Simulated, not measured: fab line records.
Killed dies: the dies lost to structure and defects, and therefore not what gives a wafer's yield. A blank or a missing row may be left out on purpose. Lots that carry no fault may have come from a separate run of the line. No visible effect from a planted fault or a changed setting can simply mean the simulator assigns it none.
Matching of chambers	flow n5Finfet	N5_BEOL_M5_DEP_56 on pecvd-01 has 3 sister chambers
The step deposits SiCN from 3MS/NH3, target thk 8 nm, time 14 s. 6 wafers are shown with their chamber, then 8 later ones without.

## WAFERS WITH THEIR CHAMBER
wafer	chamber	throttleValvePct (%)	showerheadPlenumPTorr (Torr)
L088.2	0	10.6	3.654
L088.3	2	8.4	3.669
L089.4	0	10.4	3.644
L089.5	2	8.5	3.656
L089.6	1	10.1	3.674
L087.2	1	9.9	3.672

## WAFERS WHOSE CHAMBER IS MISSING
wafer	throttleValvePct (%)	showerheadPlenumPTorr (Torr)
L087.4	10.3	3.673
L087.5	10.4	3.650
L091.1	10.2	3.666
L091.3	10.5	3.641
L091.6	8.5	3.662
L094.1	10.2	3.664
L094.4	8.6	3.655
L094.5	10.5	3.640

## THE CHAMBER EACH PASSED THROUGH
wafer	from the rows above	in truth
L087.4	can't be placed: 1 or 0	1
L087.5	0	0
L091.1	can't be placed: 1 or 0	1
L091.3	0	0
L091.6	2	2
L094.1	can't be placed: 1 or 0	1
L094.4	2	2
L094.5	0	0
5 of 8 placed correctly. Can't be placed from these rows: 3 (the true chamber is among the candidates in 3). Number placed wrongly: 0.
How it was worked out, from the rows above alone: a wafer's distance from a chamber is the root of the sum, over the readings, of the square of ((its reading less the chamber's mean) divided by the reading's scatter). If the next closest chamber is less than 2 further off than the closest, the wafer can't be placed; otherwise it belongs to the closest. For every chamber, the mean is computed from those of its wafers that are shown. How the scatter is found: for the shown wafers, subtract from each reading the mean of its chamber, square and add these, divide the total by (wafers less chambers), then take the root.
